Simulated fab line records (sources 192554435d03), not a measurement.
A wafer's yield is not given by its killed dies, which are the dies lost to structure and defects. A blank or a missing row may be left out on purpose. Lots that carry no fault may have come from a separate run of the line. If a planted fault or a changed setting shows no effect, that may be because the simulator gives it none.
Chamber matching -- flow n5-finfet -- 3 sister chambers for N5_BEOL_M1_CVD_47 on cvd-co-02
The step deposits Co from CCTBA/H2, target thk 3 nm, time 223.8 s. 15 wafers are shown with their chamber, then 7 later ones without.

WAFERS, EACH WITH ITS CHAMBER
wafer,chamber,run-length-s (s)
L900.1,0,245.8
L900.4,2,246.3
L900.5,0,246.1
L905.2,0,245.3
L905.5,1,246.8
L905.6,0,245.4
L904.1,0,245.3
L904.3,2,246.0
L904.4,2,246.7
L907.4,0,245.2
L907.5,2,246.1
L907.6,1,246.6
L908.2,1,246.6
L908.4,1,246.2
L909.1,1,247.1

SIGNATURES (averages over the wafers above)
reading,chamber 0,chamber 1,chamber 2,scatter within a chamber
run-length-s,245.517,246.660,246.275,0.335
Rule: a wafer lies at a distance from a chamber equal to the root of the sum of squares, over the readings, of (its reading less the chamber's mean, divided by the reading's scatter). The wafer belongs to the nearest chamber; if the next one is less than 2 further off, it can't be placed. The scatter: take each reading less its chamber's mean, square it, sum over the shown wafers, divide by the number of wafers less the number of chambers, and take the root.

WAFERS MISSING THEIR CHAMBER
wafer,run-length-s (s)
L909.2,245.2
L922.4,246.7
L922.5,246.4
L922.6,245.4
L923.1,245.5
L923.3,246.4
L923.4,245.6

EACH ONE'S CHAMBER
wafer,from the rows above,in truth
L909.2,0,0
L922.4,can't be placed: 1 or 2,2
L922.5,can't be placed: 2 or 1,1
L922.6,0,0
L923.1,0,0
L923.3,can't be placed: 2 or 1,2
L923.4,can't be placed: 0 or 2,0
Placed correctly: 3 of 7. Not placeable from these rows: 4 (in 4, the candidates include the true chamber). Placed wrongly: 0.
